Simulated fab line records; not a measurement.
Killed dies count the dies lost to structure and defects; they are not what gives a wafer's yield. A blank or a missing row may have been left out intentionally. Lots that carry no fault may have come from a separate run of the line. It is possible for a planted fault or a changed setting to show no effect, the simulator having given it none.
Matching of chambers :: flow nand harc :: rie diel-08 running NHARC_A_M0_ETCH_34: 4 sister chambers
The step etches the open film in N2/H2, target depth 40 nm, overetch 12 nm, time 43.94 s. 7 wafers are shown with their chamber, then 7 later ones without.

## WAFERS, EACH WITH ITS CHAMBER
wafer: L085.5
chamber: 3
drypump motor current A (A): 6.7
rf vpp V (V): 426.6

wafer: L082.2
chamber: 3
drypump motor current A (A): 6.7
rf vpp V (V): 426.3

wafer: L086.3
chamber: 1
drypump motor current A (A): 5.9
rf vpp V (V): 434.6

wafer: L086.4
chamber: 0
drypump motor current A (A): 5.1
rf vpp V (V): 427.3

wafer: L086.6
chamber: 1
drypump motor current A (A): 6.0
rf vpp V (V): 435.5

wafer: L093.2
chamber: 0
drypump motor current A (A): 5.1
rf vpp V (V): 426.8

wafer: L093.3
chamber: 2
drypump motor current A (A): 6.0
rf vpp V (V): 432.6

## WAFERS MISSING THEIR CHAMBER
wafer: L093.5
drypump motor current A (A): 5.1
rf vpp V (V): 426.6

wafer: L094.1
drypump motor current A (A): 5.9
rf vpp V (V): 434.4

wafer: L094.4
drypump motor current A (A): 5.1
rf vpp V (V): 425.0

wafer: L094.5
drypump motor current A (A): 6.0
rf vpp V (V): 431.7

wafer: L095.1
drypump motor current A (A): 5.1
rf vpp V (V): 426.3

wafer: L095.4
drypump motor current A (A): 6.0
rf vpp V (V): 433.8

wafer: L095.5
drypump motor current A (A): 6.0
rf vpp V (V): 432.5

## EACH ONE'S CHAMBER
wafer: L093.5
from the rows above: 0
in truth: 0

wafer: L094.1
from the rows above: 1
in truth: 1

wafer: L094.4
from the rows above: 0
in truth: 0

wafer: L094.5
from the rows above: 2
in truth: 2

wafer: L095.1
from the rows above: 0
in truth: 0

wafer: L095.4
from the rows above: can't be placed: 2 or 1
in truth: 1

wafer: L095.5
from the rows above: 2
in truth: 2
6 of 7 placed correctly. From these rows, 1 cannot be placed; in 1 the true chamber is one of the candidates. Wrongly placed: 0.
How it was worked out, from the rows above alone: a wafer's distance from a chamber is the root of the sum, over the readings, of the square of ((its reading less the chamber's mean) divided by the reading's scatter). The wafer belongs to the nearest chamber; if the next one is less than 2 further off, it can't be placed. A chamber's mean is the mean of its shown wafers. The scatter: take each reading less its chamber's mean, square it, sum over the shown wafers, divide by the number of wafers less the number of chambers, and take the root.
